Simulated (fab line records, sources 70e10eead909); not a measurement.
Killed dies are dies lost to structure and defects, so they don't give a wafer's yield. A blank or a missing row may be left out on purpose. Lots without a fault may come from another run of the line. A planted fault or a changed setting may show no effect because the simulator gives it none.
Which of the tools did it? ; flow nand harc ; 42 wafers from 14 lots sampled at 4 of the route's 1302 steps

## WHAT EACH GAUGE READ, for each wafer
NHARC_A_BONDPAD_THK_MEAS_30: measures by ellipsometry. Usual: thk nm reads 200.2 nm (standard deviation 2.1).
lot;measured;on;thk nm (nm);flag
L923;day 23 09:11;film metro-02;202.7 205.4 203.4;
L922;day 23 13:23;film metro-01;197.9 202.2 200.8;
L927;day 25 16:31;film metro-02;198.7 201.8 203.6;
L926;day 25 19:23;film metro-02;202.1 202.6 198.1;
L931;day 27 02:19;film metro-02;200.1 197.7 201.6;
L933;day 28 10:12;film metro-01;200.7 198.3 197.9;
L935;day 29 03:49;film metro-01;196.8 196.9 199.7;
L937;day 29 06:15;film metro-02;201.4 201.3 202.6;
L940;day 30 03:56;film metro-02;201.0 198.1 197.2;
L942;day 30 21:13;film metro-02;198.4 202.3 200.7;
L941;day 31 01:14;film metro-02;201.6 201.4 200.7;
L943;day 32 09:19;film metro-02;201.2 197.0 202.4;
L944;day 32 10:38;film metro-02;200.3 201.0 201.3;
L945;day 32 19:26;film metro-02;202.5 198.4 202.3;

NHARC_A_BONDPAD_OVL_MEAS_35. Usual: overlay x nm 2 nm, standard deviation 3.3; overlay y nm 1 nm, standard deviation 5.7.
lot;measured;on;overlay x nm (nm);overlay y nm (nm);flag
L923;day 23 09:50;overlay-02;-3 -3 -3;0 1 1;
L922;day 23 14:02;overlay-01;5 6 5;4 4 4;
L927;day 25 17:03;overlay-02;-1 -1 -1;2 2 2;
L926;day 25 19:55;overlay-01;1 1 0;5 4 4;
L931;day 27 02:58;overlay-02;2 2 2;-3 -3 -2;
L933;day 28 10:51;overlay-02;5 5 5;1 1 1;
L935;day 29 04:21;overlay-02;- - -;- - -;OFF
L937;day 29 06:54;overlay-02;- - -;- - -;OFF
L940;day 30 04:28;overlay-01;2 2 3;-10 -10 -10;
L942;day 30 21:45;overlay-02;0 0 0;1 0 0;
L941;day 31 01:46;overlay-02;-4 -4 -4;4 3 4;
L943;day 32 09:58;overlay-02;4 3 4;-6 -6 -7;
L944;day 32 11:11;overlay-02;-2 -2 -2;7 7 7;
L945;day 32 20:05;overlay-02;3 3 2;3 3 3;

## WHICH TOOL RAN EACH LOT (tool, then ch and the chambers of the sampled wafers, then the start)
lot;NHARC_A_M1_PRE_CLEAN_32;NHARC_A_BONDPAD_PEB_07
L923;pecvd-04 ch 0,2, day 23 07:54;litho track-07 ch 0, day 23 09:40
L922;pecvd-04 ch 1,2, day 23 12:07;litho track-05 ch 0, day 23 13:52
L927;pecvd-01 ch 0,1, day 25 15:05;litho track-07 ch 0, day 25 16:53
L926;pecvd-04 ch 0,2, day 25 18:06;litho track-03 ch 0, day 25 19:44
L931;pecvd-01 ch 0,1, day 27 01:01;litho track-05 ch 0, day 27 02:47
L933;pecvd-04 ch 0,1,2, day 28 08:55;litho track-07 ch 0, day 28 10:41
L935;pecvd-01 ch 1,2, day 29 02:32;litho track-07, day 29 04:11
L937;pecvd-04 ch 1,2, day 29 04:58;litho track-07, day 29 06:44
L940;pecvd-01 ch 0,2, day 30 02:31;litho track-07 ch 0, day 30 04:18
L942;pecvd-01 ch 0,1,2, day 30 19:41;litho track-07 ch 0, day 30 21:35
L941;pecvd-03 ch 0,1,2, day 30 23:58;litho track-07 ch 0, day 31 01:36
L943;pecvd-03 ch 0,1,2, day 32 06:07;litho track-07 ch 0, day 32 09:48
L944;pecvd-04 ch 0,2, day 32 09:10;litho track-07 ch 0, day 32 11:01
L945;pecvd-03 ch 0,2, day 32 17:53;litho track-03 ch 0, day 32 19:55
- NHARC_A_M1_PRE_CLEAN_32: time 12 s.
- NHARC_A_BONDPAD_PEB_07: peb time 80 s.

## AS READ BY THE TOOLS THEMSELVES (means over the sampled wafers that have a number; for cases with no such wafer, the mark the record gives instead)
NHARC_A_M1_PRE_CLEAN_32. Usual: heater power w reads 659 W (standard deviation 72).
lot;tool;heater power w (W);flag
L923;pecvd-04;748;
L922;pecvd-04;702;
L927;pecvd-01;635;
L926;pecvd-04;722;
L931;pecvd-01;663;
L933;pecvd-04;722;
L935;pecvd-01;703;
L937;pecvd-04;701;
L940;pecvd-01;571;
L942;pecvd-01;621;
L941;pecvd-03;619;
L943;pecvd-03;632;
L944;pecvd-04;710;
L945;pecvd-03;639;

NHARC_A_BONDPAD_PEB_07. Usual: chill plate temp C 22.98 C, standard deviation 0.11; exhaust pa 45.0 Pa, standard deviation 0.97; heater power total W 189.7 W, standard deviation 0.79.
lot;tool;chill plate temp C (C);exhaust pa (Pa);heater power total W (W);flag
L923;litho track-07;23.00;44.7;190.0;
L922;litho track-05;23.01;44.6;190.0;
L927;litho track-07;23.07;44.7;189.8;
L926;litho track-03;22.86;45.5;190.0;
L931;litho track-05;23.00;43.7;190.0;
L933;litho track-07;23.11;44.6;189.9;
L935;litho track-07;-;-;-;OFF
L937;litho track-07;-;-;-;OFF
L940;litho track-07;23.14;44.8;189.7;
L942;litho track-07;23.03;45.6;189.9;
L941;litho track-07;22.95;44.9;189.5;
L943;litho track-07;22.86;44.7;189.6;
L944;litho track-07;22.99;45.3;189.9;
L945;litho track-03;23.03;46.0;189.7;

## THE ANSWER, worked out from the rows above alone
Rule: a lot is off if the mean of its wafers that have a number lies more than 3 standard deviations from the usual mean. Also off: a lot with no number at a reading for which 4 or more lots have one. Any other lot the step has rows for is counted as sound. Order of review: gauges by route order, followed by the tools' own readings, for which a lot's mean as printed above is used. At the first step where some lot is off, the reading lying furthest off is the one used; lots without a number count as furthest.
Off: L935, L937, at NHARC_A_BONDPAD_OVL_MEAS_35 (overlay x nm). Without a number there: L935, L937.
If a tool, at a process step before that reading, ran all the lots that are off and no sound lot after the first of them, it fits. The gauges at NHARC_A_BONDPAD_OVL_MEAS_35 aren't tried: what is off there is off at NHARC_A_BONDPAD_PEB_07 too, on other tools, and a gauge's error can't cause that. None of those tried fits.

## WHAT HAD BEEN PUT IN BY THE SIMULATOR
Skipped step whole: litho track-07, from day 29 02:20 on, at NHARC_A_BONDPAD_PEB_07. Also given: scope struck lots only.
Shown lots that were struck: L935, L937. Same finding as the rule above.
